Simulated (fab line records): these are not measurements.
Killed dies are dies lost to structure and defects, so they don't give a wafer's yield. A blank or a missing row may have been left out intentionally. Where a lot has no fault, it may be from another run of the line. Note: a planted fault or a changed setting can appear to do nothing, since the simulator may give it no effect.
fab line records	flow nand-harc
record lots=11	wafers=33	last-day=34
route steps=1302 shown P_ZERO_WELL@61 P_STI@83 P_GATE@143 END@1302
lots with no fault: from the same line, run without faults
start-h: start of the lot's first displayed wafer, in hours after the record's first day	wait-h: hours since the lot's step before	" the same as in the row above	L1.1+2: a single row standing in for several wafers	- no value, or no start given	* or withheld: withheld	< > ~ a bound
route shown NAME@n: NAME is a module with steps in the file, n the number in the route of the first one	usual: mean/standard deviation taken from wafers without a fault	same: alike in all rows	chamber/n: place in a boat	sites: readings site by site	_std_site: the standard deviation of these	_edge_site: inner sites' mean taken away from outer sites' mean	radius-mm: for every site, how far away it sits from the centre of the wafer	mask NAME#n: copy n	behind: the tool/chamber that last shaped the wafer	hold: why the lot was held/for how many hours/how that ended	device: names the non-switching transistor (n, p or np)	end of line: the route-end tests of the same wafers	a step with no rows: only its recipe	killed: not the wafer's yield, but the dies lost to structure and defects at the first sort	map: shows each die of a wafer: x if killed, . if not, _ if none is there
set.NAME: setting as actually run; set.NAME@STEP: the setting as run at that earlier step	model.NAME: the simulator's own value behind a step, which no gauge read
route steps across a sampled set of lots; one table per step, one row per wafer
services: when a tool's chamber went out of use (start-h, in hours from the record's first day, below 0 if earlier), for how many hours, and the reason
## steps
# step NHARC_P_ZERO_WELL_DESCUM_54
# recipe time-s=3	o2-flow-sccm=200	ar-flow-sccm=0	bias-power-w=0	chemistry=O2
# usual drypump-motor-current-A=5.7/0.56	oes-product-au=0.999/0.01	rf-vpp-V=57.6/0.86	showerhead-plenum-p-Torr=1.88/0.079	throttle-valve-pct=11.311/0.0085
lot.wafer	tool	chamber	start-h	wait-h	drypump-motor-current-A	oes-product-au	rf-hours-counter-h	rf-vpp-V	showerhead-plenum-p-Torr	throttle-valve-pct
L789.3	rie-diel-13	0	48.36	-	6.2	1.016	8	58.3	1.94	11.292
L789.2	"	1	"	"	6.3	1.019	14	57.7	1.82	11.312
L789.5	"	1	"	"	6.3	1.022	-	58.5	1.82	11.308
L790.4	rie-diel-02	0	57.07	-	5.8	0.995	4	57.6	1.78	11.316
L790.3	"	2	"	"	6.6	0.996	0	58.5	1.91	11.306
L790.5	"	0	"	"	5.8	1.001	-	56.8	1.78	11.316
L791.4	rie-diel-12	2	65.61	-	5.1	1.014	47	57.8	1.80	11.295
L791.6	"	3	"	"	5.8	0.994	-	58.7	2.01	11.317
L791.5	"	0	"	"	4.9	0.986	-	58.0	1.82	11.320
L794.2	rie-diel-13	2	96.51	-	5.3	1.015	31	57.3	1.85	11.301
L794.1	"	3	"	"	5.4	1.005	34	57.3	2.01	11.318
L794.5	"	1	"	"	6.3	1.015	-	56.2	1.82	11.317
L798.3	rie-diel-13	1	136.06	-	6.3	1.008	42	56.9	1.81	11.308
L798.1	"	3	"	"	5.4	1.015	47	58.3	2.01	11.317
L798.6	"	0	"	"	6.2	0.988	-	57.7	1.93	11.307
L801.3	rie-diel-12	0	166.18	-	4.9	0.968	19	56.7	1.81	11.321
L801.2	"	1	"	"	6.6	0.998	19	58.7	1.92	11.298
L801.5	"	0	"	"	4.9	0.979	-	58.5	1.81	11.305
L804.3	rie-diel-13	1	196.12	-	6.3	1.001	8	57.6	1.81	11.302
L804.1	"	3	"	"	5.4	0.998	10	58.2	2.00	11.326
L804.5	"	1	"	"	6.3	1.006	-	57.7	1.80	11.296
L805.3	rie-diel-13	1	205.84	-	6.3	1.002	11	59.6	1.80	11.307
L805.1	"	2	"	"	5.3	1.010	9	55.4	1.84	11.296
L805.5	"	1	"	"	6.3	1.001	-	57.1	1.80	11.311
L806.3	rie-diel-02	0	216.17	-	5.8	1.005	54	57.1	1.76	11.299
L806.5	"	2	"	"	6.5	0.998	-	57.0	1.90	11.312
L806.4	"	0	"	"	5.8	0.995	-	56.5	1.76	11.306
L808.4	rie-diel-13	0	236.08	-	6.2	0.999	26	58.0	1.92	11.320
L808.5	"	2	"	"	5.3	0.997	-	58.4	1.83	11.311
L808.6	"	3	"	"	5.4	0.997	-	59.3	2.00	11.305
L810.4	rie-diel-02	3	256.04	-	5.9	1.002	11	58.5	1.87	11.307
L810.3	"	0	"	"	5.8	1.007	8	57.4	2.07	11.322
L810.5	"	2	"	"	6.6	0.996	-	56.0	1.89	11.307
# step NHARC_P_ZERO_WELL_RTA_42
# recipe temp-c=1100	time-s=300
# usual lamp-power-pct=45.9/1.5	lamp_zone_3_pct=45.9/1.5	lamp_zone_4_pct=45.9/1.5	lamp_zone_6_pct=45.8/1.5	wafer_temp_C_max=1104.2/1.8
lot.wafer	tool	chamber	start-h	wait-h	lamp-power-pct	lamp_zone_3_pct	lamp_zone_4_pct	lamp_zone_6_pct	wafer_temp_C_max
L789.2	rtp-anneal-02	0	49.54	-	46.9	46.8	46.9	46.9	1103.8
L789.3	"	0	"	"	46.8	46.9	46.8	46.8	1103.3
L789.5	"	0	"	"	46.8	46.9	46.9	46.8	1103.0
L790.3	rtp-anneal-01	0	58.26	-	43.6	43.5	43.5	43.5	1107.6
L790.4	"	0	"	"	43.5	43.5	43.5	43.4	1106.1
L790.5	"	0	"	"	43.5	43.4	43.5	43.5	1104.7
L791.4	rtp-anneal-02	0	66.87	-	46.8	46.8	46.8	46.8	1103.6
L791.5	"	0	"	"	46.8	46.9	46.9	46.9	1103.9
L791.6	"	0	"	"	46.8	46.9	46.9	46.8	1102.3
L794.1	rtp-anneal-02	0	97.48	-	46.8	46.9	46.9	46.9	1103.3
L794.2	"	0	"	"	46.9	46.8	46.8	46.8	1102.6
L794.5	"	0	"	"	47.0	46.8	46.9	46.9	1105.1
L798.1	rtp-anneal-02	0	137.02	-	46.9	46.8	46.9	46.6	1103.7
L798.3	"	0	"	"	46.8	46.8	46.8	46.7	1103.8
L798.6	"	0	"	"	46.8	46.8	46.8	46.8	1103.2
L801.2	rtp-anneal-02	0	167.26	-	46.8	46.9	46.9	46.9	1103.7
L801.3	"	0	"	"	46.9	46.9	46.8	46.9	1102.5
L801.5	"	0	"	"	46.8	46.8	46.8	46.9	1101.8
L804.1	rtp-anneal-02	0	197.10	-	46.9	46.8	46.8	46.8	1104.3
L804.3	"	0	"	"	46.8	46.9	46.8	46.8	1104.4
L804.5	"	0	"	"	46.9	46.8	46.8	46.9	1103.1
L805.1	rtp-anneal-01	0	206.83	-	43.5	43.5	43.5	43.5	1105.2
L805.3	"	0	"	"	43.5	43.6	43.5	43.5	1107.0
L805.5	"	0	"	"	43.5	43.5	43.5	43.6	1105.7
L806.3	rtp-anneal-01	0	217.37	-	43.6	43.6	43.7	43.5	1105.3
L806.4	"	0	"	"	43.5	43.6	43.6	43.5	1106.5
L806.5	"	0	"	"	43.6	43.6	43.6	43.6	1107.0
L808.4	rtp-anneal-02	0	237.69	-	46.9	46.8	46.7	46.8	1102.5
L808.5	"	0	"	"	46.8	46.9	46.8	46.9	1102.2
L808.6	"	0	"	"	46.9	46.9	46.8	46.9	1103.9
L810.3	rtp-anneal-02	0	257.22	-	47.0	46.8	46.9	46.9	1103.4
L810.4	"	0	"	"	46.8	46.9	46.9	46.8	1104.0
L810.5	"	0	"	"	46.8	46.8	46.9	46.8	1103.4
# step NHARC_P_STI_CD_MEAS_09
# recipe target-cd-nm=200	landing-energy-ev=500
# usual cd-nm=200.6/2.1
lot.wafer	tool	chamber	start-h	wait-h	cd-nm
L789.2	cd-sem-01	0	66.55	-	199.5
L789.3	"	0	"	"	202.4
L789.5	"	0	"	"	205.3
L790.3	cd-sem-03	0	74.18	-	198.5
L790.4	"	0	"	"	198.7
L790.5	"	0	"	"	201.3
L791.4	cd-sem-02	0	83.95	-	198.1
L791.5	"	0	"	"	200.0
L791.6	"	0	"	"	204.6
L794.1	cd-sem-02	0	113.16	-	202.9
L794.2	"	0	"	"	202.9
L794.5	"	0	"	"	204.5
L798.1	cd-sem-02	0	152.16	-	200.3
L798.3	"	0	"	"	200.7
L798.6	"	0	"	"	202.4
L801.2	cd-sem-03	0	183.05	-	197.8
L801.3	"	0	"	"	198.8
L801.5	"	0	"	"	200.6
L804.1	cd-sem-01	0	216.50	-	205.2
L804.3	"	0	"	"	200.5
L804.5	"	0	"	"	197.6
L805.1	cd-sem-02	0	222.14	-	200.6
L805.3	"	0	"	"	200.8
L805.5	"	0	"	"	202.5
L806.3	cd-sem-02	0	232.98	-	204.7
L806.4	"	0	"	"	203.5
L806.5	"	0	"	"	203.1
L808.4	cd-sem-01	0	251.97	-	200.6
L808.5	"	0	"	"	200.4
L808.6	"	0	"	"	200.7
L810.3	cd-sem-02	0	272.54	-	198.0
L810.4	"	0	"	"	198.4
L810.5	"	0	"	"	202.8
# step NHARC_P_STI_CMP_21
# recipe t-overpolish-s=20	target-thk-nm=380.67
# usual motor-current-A=12.1/1.3	overpolish-run-s=20.000/0.0089	pad-life-wafers=156/110
lot.wafer	tool	chamber	start-h	wait-h	motor-current-A	overpolish-run-s	pad-life-wafers
L789.3	cmp-04	0	88.51	0.4	10.5	20.004	235
L789.2	"	1	"	"	12.3	19.998	236
L789.5	"	3	"	"	12.1	19.998	-
L790.3	cmp-01	0	91.98	0.4	12.1	19.990	0
L790.4	"	1	"	"	14.6	20.009	1
L790.5	"	1	"	"	14.2	19.986	-
L791.4	cmp-01	1	102.30	0.4	14.4	20.002	49
L791.5	"	0	"	"	12.9	19.989	-
L791.6	"	1	"	"	15.3	19.997	-
L794.2	cmp-01	1	131.47	0.4	15.0	20.010	156
L794.1	"	0	"	"	12.0	19.995	159
L794.5	"	1	"	"	14.9	20.011	-
L798.3	cmp-02	3	170.07	0.4	11.7	20.005	121
L798.1	"	0	"	"	11.7	20.008	122
L798.6	"	3	"	"	12.7	19.990	-
L801.3	cmp-01	1	210.04	0.4	15.3	19.995	60
L801.2	"	2	"	"	11.0	20.001	61
L801.5	"	1	"	"	14.3	19.997	-
L804.1	cmp-01	3	236.24	0.4	12.2	20.007	199
L804.3	"	0	"	"	12.0	19.976	200
L804.5	"	3	"	"	11.8	19.990	-
L805.1	cmp-04	2	241.01	0.4	11.9	19.994	97
L805.3	"	3	"	"	12.4	19.999	98
L805.5	"	1	"	"	11.5	19.984	-
L806.3	cmp-02	2	253.25	0.4	10.9	20.000	54
L806.4	"	3	"	"	12.4	20.007	55
L806.5	"	2	"	"	11.4	20.002	-
L808.4	cmp-04	2	270.36	0.4	12.4	20.016	181
L808.5	"	1	"	"	12.1	19.999	-
L808.6	"	2	"	"	11.6	20.006	-
L810.3	cmp-01	1	293.08	0.4	15.2	20.013	25
L810.4	"	2	"	"	11.3	20.006	26
L810.5	"	0	"	"	12.7	20.005	-
# step NHARC_P_STI_INSPECT_25
# usual raw-defect-count=203/67
lot.wafer	tool	chamber	start-h	wait-h	raw-defect-count
L789.2	defect-inspect-02	-	97.35	0.4	173
L789.3	"	-	"	"	209
L789.5	"	-	"	"	125
L790.3	defect-inspect-02	-	97.37	0.4	177
L790.4	"	-	"	"	139
L790.5	"	-	"	"	164
L791.4	defect-inspect-02	-	110.77	0.4	179
L791.5	"	-	"	"	204
L791.6	"	-	"	"	244
L794.1	defect-inspect-02	-	139.23	0.4	335
L794.2	"	-	"	"	312
L794.5	"	-	"	"	194
L798.1	defect-inspect-01	-	178.08	0.4	344
L798.3	"	-	"	"	176
L798.6	"	-	"	"	209
L801.2	defect-inspect-01	-	217.78	0.4	541
L801.3	"	-	"	"	656
L801.5	"	-	"	"	625
L804.1	defect-inspect-01	-	244.72	0.4	538
L804.3	"	-	"	"	531
L804.5	"	-	"	"	608
L805.1	defect-inspect-01	-	248.80	0.4	188
L805.3	"	-	"	"	143
L805.5	"	-	"	"	162
L806.3	defect-inspect-01	-	262.49	0.4	210
L806.4	"	-	"	"	180
L806.5	"	-	"	"	252
L808.4	defect-inspect-02	-	278.75	0.4	125
L808.5	"	-	"	"	284
L808.6	"	-	"	"	128
L810.3	defect-inspect-02	-	301.01	0.4	155
L810.4	"	-	"	"	149
L810.5	"	-	"	"	128
# step NHARC_P_GATE_INSPECT_28
# usual raw-defect-count=5.7/2.8
lot.wafer	tool	chamber	start-h	wait-h	raw-defect-count
L789.2	defect-inspect-01	-	121.13	0.0	8
L789.3	"	-	"	"	4
L789.5	"	-	"	"	6
L790.3	defect-inspect-01	-	121.38	0.0	3
L790.4	"	-	"	"	4
L790.5	"	-	"	"	2
L791.4	defect-inspect-02	-	139.93	0.0	5
L791.5	"	-	"	"	8
L791.6	"	-	"	"	8
L794.1	defect-inspect-02	-	161.59	0.0	6
L794.2	"	-	"	"	6
L794.5	"	-	"	"	5
L798.1	defect-inspect-01	-	207.80	0.0	11
L798.3	"	-	"	"	12
L798.6	"	-	"	"	2
L801.2	defect-inspect-01	-	245.42	0.0	356
L801.3	"	-	"	"	376
L801.5	"	-	"	"	382
L804.1	defect-inspect-01	-	270.72	0.0	384
L804.3	"	-	"	"	355
L804.5	"	-	"	"	434
L805.1	defect-inspect-01	-	272.89	0.0	5
L805.3	"	-	"	"	13
L805.5	"	-	"	"	6
L806.3	defect-inspect-01	-	286.03	0.0	2
L806.4	"	-	"	"	7
L806.5	"	-	"	"	5
L808.4	defect-inspect-02	-	302.05	0.0	4
L808.5	"	-	"	"	8
L808.6	"	-	"	"	2
L810.3	defect-inspect-01	-	332.79	0.0	11
L810.4	"	-	"	"	1
L810.5	"	-	"	"	7
# step NHARC_P_GATE_INSPECT_68
# usual raw-defect-count=188/70
lot.wafer	tool	chamber	start-h	wait-h	raw-defect-count
L789.2	defect-inspect-02	-	139.35	0.1	183
L789.3	"	-	"	"	250
L789.5	"	-	"	"	108
L790.3	defect-inspect-01	-	139.78	0.1	165
L790.4	"	-	"	"	119
L790.5	"	-	"	"	158
L791.4	defect-inspect-02	-	158.25	0.1	187
L791.5	"	-	"	"	195
L791.6	"	-	"	"	219
L794.1	defect-inspect-02	-	180.09	0.2	276
L794.2	"	-	"	"	293
L794.5	"	-	"	"	158
L798.1	defect-inspect-01	-	226.28	0.2	348
L798.3	"	-	"	"	187
L798.6	"	-	"	"	192
L801.2	defect-inspect-02	-	263.74	0.1	523
L801.3	"	-	"	"	561
L801.5	"	-	"	"	601
L804.1	defect-inspect-02	-	289.11	0.2	511
L804.3	"	-	"	"	491
L804.5	"	-	"	"	575
L805.1	defect-inspect-02	-	291.03	0.2	116
L805.3	"	-	"	"	86
L805.5	"	-	"	"	96
L806.3	defect-inspect-01	-	304.52	0.1	142
L806.4	"	-	"	"	141
L806.5	"	-	"	"	197
L808.4	defect-inspect-02	-	320.48	0.1	151
L808.5	"	-	"	"	231
L808.6	"	-	"	"	150
L810.3	defect-inspect-01	-	351.19	0.1	140
L810.4	"	-	"	"	151
L810.5	"	-	"	"	117
# step NHARC_END_SORT_01
# recipe temp-c=25
# usual killed-at-array=53/18	killed-at-other=1.0/1.2	killed-at-periphery=3.6/2.4	killed-dies=58/18	killed-open=3.4/1.8	killed-short=2.3/1.5
# same gross-dies=677
lot.wafer	tool	chamber	start-h	wait-h	killed-at-array	killed-at-other	killed-at-periphery	killed-dies	killed-open	killed-short
L791.4	prober-01	0	630.66	3.4	59	4	1	64	1	3
L791.5	prober-01	0	631.46	3.7	54	0	0	54	4	0
L791.6	prober-01	0	632.26	4.0	63	1	5	69	1	3
L801.2	prober-01	0	717.69	2.8	60	0	267	327	4	2
L801.3	prober-01	0	718.48	3.1	71	1	246	318	5	1
L801.5	prober-01	0	720.07	3.7	57	0	269	326	1	2
L804.1	prober-02	0	732.99	2.5	27	0	267	294	4	1
L804.3	prober-02	0	734.59	3.1	33	1	260	294	0	1
L804.5	prober-02	0	736.19	3.7	22	1	303	326	2	0
L805.1	prober-02	0	740.79	2.5	62	0	6	68	5	2
L805.3	prober-02	0	742.40	3.1	66	0	2	68	2	5
L805.5	prober-02	0	744.01	3.7	85	0	2	87	4	4
# killed by level:class
L791.4 A_CHANNEL_HOLE_D1:chamber-film-flake=30 A_STAIRCASE:chamber-film-flake=8 A_CONTACT:chamber-film-flake=6 A_CHANNEL_HOLE_D2:chamber-film-flake=5 THIN_TSV:chamber-film-flake=4 A_CHANNEL_FILL_D1:chamber-film-flake=2 A_DECK1_JOINT:geometric-particle:short=1 A_CHANNEL_FILL_D2:geometric-particle:short=1
L791.5 A_CHANNEL_HOLE_D1:chamber-film-flake=27 A_CONTACT:chamber-film-flake=10 A_CHANNEL_HOLE_D2:chamber-film-flake=7 A_STAIRCASE:chamber-film-flake=3 A_CHANNEL_FILL_D2:chamber-film-flake=2 A_CHANNEL_FILL_D1:geometric-particle:open=1 A_CONTACT:geometric-particle:open=1 A_BLC:geometric-particle:open=1
L791.6 A_CHANNEL_HOLE_D1:chamber-film-flake=32 A_STAIRCASE:chamber-film-flake=9 A_CHANNEL_HOLE_D2:chamber-film-flake=9 P_CONTACT:chamber-film-flake=3 A_WL_FILL:chamber-film-flake=3 A_CONTACT:chamber-film-flake=3 A_DECK1_JOINT:geometric-particle:short=2 A_CHANNEL_FILL_D1:chamber-film-flake=2
L801.2 P_STI:unspecified=257 A_CHANNEL_HOLE_D1:chamber-film-flake=26 A_SLIT:chamber-film-flake=15 A_CHANNEL_HOLE_D2:chamber-film-flake=7 A_BONDPAD:chamber-film-flake=4 P_M0:geometric-particle:open=3 P_CONTACT:chamber-film-flake=3 A_CONTACT:chamber-film-flake=3
L801.3 P_STI:unspecified=239 A_SLIT:chamber-film-flake=27 A_CHANNEL_HOLE_D1:chamber-film-flake=17 A_CHANNEL_HOLE_D2:chamber-film-flake=13 A_BONDPAD:chamber-film-flake=4 P_CONTACT:geometric-particle:open=2 P_CONTACT:chamber-film-flake=2 P_GATE:chamber-film-flake=2
L801.5 P_STI:unspecified=264 A_CHANNEL_HOLE_D1:chamber-film-flake=28 A_SLIT:chamber-film-flake=16 A_CHANNEL_HOLE_D2:chamber-film-flake=5 A_BONDPAD:chamber-film-flake=4 A_CONTACT:chamber-film-flake=2 P_GATE:chamber-film-flake=2 P_CONTACT:geometric-particle:open=1
L804.1 P_STI:unspecified=265 A_CHANNEL_HOLE_D2:chamber-film-flake=14 A_CHANNEL_HOLE_D1:chamber-film-flake=4 A_SLIT:chamber-film-flake=3 A_DECK1_JOINT:chamber-film-flake=2 P_CONTACT:geometric-particle:open=1 P_M1:geometric-particle:open=1 A_CHANNEL_FILL_D1:geometric-particle:open=1
L804.3 P_STI:unspecified=258 A_CHANNEL_HOLE_D1:chamber-film-flake=11 A_CHANNEL_HOLE_D2:chamber-film-flake=10 A_SLIT:chamber-film-flake=4 A_CONTACT:chamber-film-flake=3 A_STAIRCASE:chamber-film-flake=3 A_DECK1_JOINT:chamber-film-flake=2 P_CONTACT:geometric-particle:short=1
L804.5 P_STI:unspecified=302 A_CHANNEL_HOLE_D2:chamber-film-flake=8 A_CHANNEL_HOLE_D1:chamber-film-flake=4 A_DECK1_JOINT:chamber-film-flake=3 A_STAIRCASE:chamber-film-flake=2 A_CONTACT:chamber-film-flake=2 P_M1:geometric-particle:open=1 A_BLC:geometric-particle:open=1
L805.1 A_SLIT:chamber-film-flake=25 A_CHANNEL_HOLE_D1:chamber-film-flake=21 A_STAIRCASE:chamber-film-flake=8 P_GATE:chamber-film-flake=3 P_GATE:geometric-particle:open=2 A_ONON_D1:geometric-particle:short=1 A_ONON_D2:geometric-particle:open=1 A_SGD_CUT:geometric-particle:short=1
L805.3 A_CHANNEL_HOLE_D1:chamber-film-flake=28 A_SLIT:chamber-film-flake=16 A_CONTACT:chamber-film-flake=7 A_STAIRCASE:chamber-film-flake=4 A_CHANNEL_FILL_D2:geometric-particle:short=2 A_CHANNEL_FILL_D2:chamber-film-flake=2 P_M2:geometric-particle:short=1 A_DECK1_JOINT:geometric-particle:open=1
L805.5 A_CHANNEL_HOLE_D1:chamber-film-flake=28 A_SLIT:chamber-film-flake=25 A_CONTACT:chamber-film-flake=12 A_STAIRCASE:chamber-film-flake=6 A_CHANNEL_FILL_D2:chamber-film-flake=2 P_GATE:geometric-particle:open=1 A_ONON_D1:geometric-particle:short=1 A_DECK1_JOINT:geometric-particle:open=1
## services
tool	chamber	start-h	hours	kind
rie-diel-13	0	35.74	5.9	repair
cmp-04	-	38.04	3.9	repair
rie-diel-02	-	40.46	9.0	pm
cmp-01	-	55.58	1.8	repair
cmp-01	-	65.94	11.0	repair
cmp-01	-	81.57	1.5	repair
cmp-01	-	87.50	4.0	pm
cmp-04	-	111.00	4.0	pm
rie-diel-02	1	149.41	5.6	repair
rie-diel-13	3	154.79	10.9	repair
rie-diel-13	2	160.84	3.0	repair
rie-diel-13	-	165.03	9.0	pm
cmp-01	-	185.50	4.0	pm
rie-diel-02	1	195.38	15.9	repair
rie-diel-13	2	196.67	6.1	repair
rie-diel-02	0	200.28	5.6	repair
cmp-04	-	209.00	4.0	pm
rie-diel-02	3	210.41	7.3	repair
rie-diel-13	1	216.15	3.1	repair
rie-diel-02	-	217.46	9.0	pm
cmp-01	-	253.53	3.7	repair
rie-diel-13	2	257.45	5.0	repair
rie-diel-13	3	274.77	7.7	repair
cmp-01	-	283.50	4.0	pm
## key
first-sign step=NHARC_P_STI_INSPECT_25	reading=raw-defect-count	direction=up	sigmas=5.7	usual=203	struck=583
effect step=NHARC_P_GATE_INSPECT_28	reading=raw-defect-count	direction=up	sigmas=99+	usual=5.7	struck=381.2
effect step=NHARC_P_GATE_INSPECT_68	reading=raw-defect-count	direction=up	sigmas=5.1	usual=188	struck=544
effect step=NHARC_END_SORT_01	reading=killed-at-periphery	direction=up	sigmas=99+	usual=3.6	struck=268.7
more-kills-born-at NHARC_P_STI_CMP_21@cmp-01=1585
met-at NHARC_P_STI_CMP_21
struck-lots L801,L804
tester-left-out L801,L804
not-acting-at NHARC_P_ZERO_WELL_DESCUM_54,NHARC_P_ZERO_WELL_RTA_42,NHARC_P_STI_CD_MEAS_09
onset-between 131.47 210.04
fault kind=chamber-particle-source	tool=cmp-01	chamber=-	onset-h=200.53	steps=NHARC_P_STI_CMP_21	rate-per-visit-cm2=0.5844	end-h=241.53
# tester-left-out: of these lots the tester's yield and bins aren't shown, on N5 and GAA mostly nor the transistor test; their killed dies are dies lost to structure and defects alone, not to doping, threshold or leakage, so they don't give the yield
